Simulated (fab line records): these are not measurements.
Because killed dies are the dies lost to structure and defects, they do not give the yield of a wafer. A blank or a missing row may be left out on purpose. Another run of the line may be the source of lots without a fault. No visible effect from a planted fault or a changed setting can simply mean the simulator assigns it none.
Matching of chambers + flow n5_finfet + N5_BEOL_M2_DEP_57 on pecvd-02 has 3 sister chambers
The step deposits SiCN from 3MS/NH3, target thk 8 nm, time 14 s. 3 wafers are shown with their chamber, then 12 later ones without.

== WAFERS, EACH WITH ITS CHAMBER ==
| wafer  | chamber | throttle_valve_pct (%) |
|--------|---------|------------------------|
| L085.4 | 1       | 9.0                    |
| L090.4 | 2       | 8.1                    |
| L090.6 | 0       | 9.2                    |

== WAFERS MISSING THEIR CHAMBER ==
| wafer  | throttle_valve_pct (%) |
|--------|------------------------|
| L093.2 | 9.1                    |
| L093.4 | 8.2                    |
| L093.5 | 9.0                    |
| L094.3 | 9.4                    |
| L094.4 | 9.4                    |
| L094.5 | 9.0                    |
| L092.1 | 9.5                    |
| L092.2 | 8.9                    |
| L092.5 | 9.0                    |
| L092.3 | 9.4                    |
| L092.4 | 9.2                    |
| L092.6 | 9.4                    |

== WHICH CHAMBER EACH WENT THROUGH ==
| wafer  | from the rows above     | in truth |
|--------|-------------------------|----------|
| L093.2 | can't be placed: 0 or 1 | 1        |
| L093.4 | 2                       | 2        |
| L093.5 | can't be placed: 1 or 0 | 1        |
| L094.3 | can't be placed: 0 or 1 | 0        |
| L094.4 | can't be placed: 0 or 1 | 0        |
| L094.5 | can't be placed: 1 or 0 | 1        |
| L092.1 | can't be placed: 0 or 1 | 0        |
| L092.2 | can't be placed: 1 or 0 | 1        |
| L092.5 | can't be placed: 1 or 0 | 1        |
| L092.3 | can't be placed: 0 or 1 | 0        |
| L092.4 | can't be placed: 0 or 1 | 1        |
| L092.6 | can't be placed: 0 or 1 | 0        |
Placed correctly: 1 of 12. From these rows, 11 cannot be placed; in 11 the true chamber is one of the candidates. 0 placed wrongly.
How it was worked out, from the rows above alone: a wafer's distance from a chamber is the root of the sum, over the readings, of the square of ((its reading less the chamber's mean) divided by the reading's scatter). If the next closest chamber is less than 2 further off than the closest, the wafer can't be placed; otherwise it belongs to the closest. A chamber's mean is the mean of its shown wafers. The scatter: root of mean squared gap, hidden wafer to nearest shown wafer, with one shown wafer a chamber.
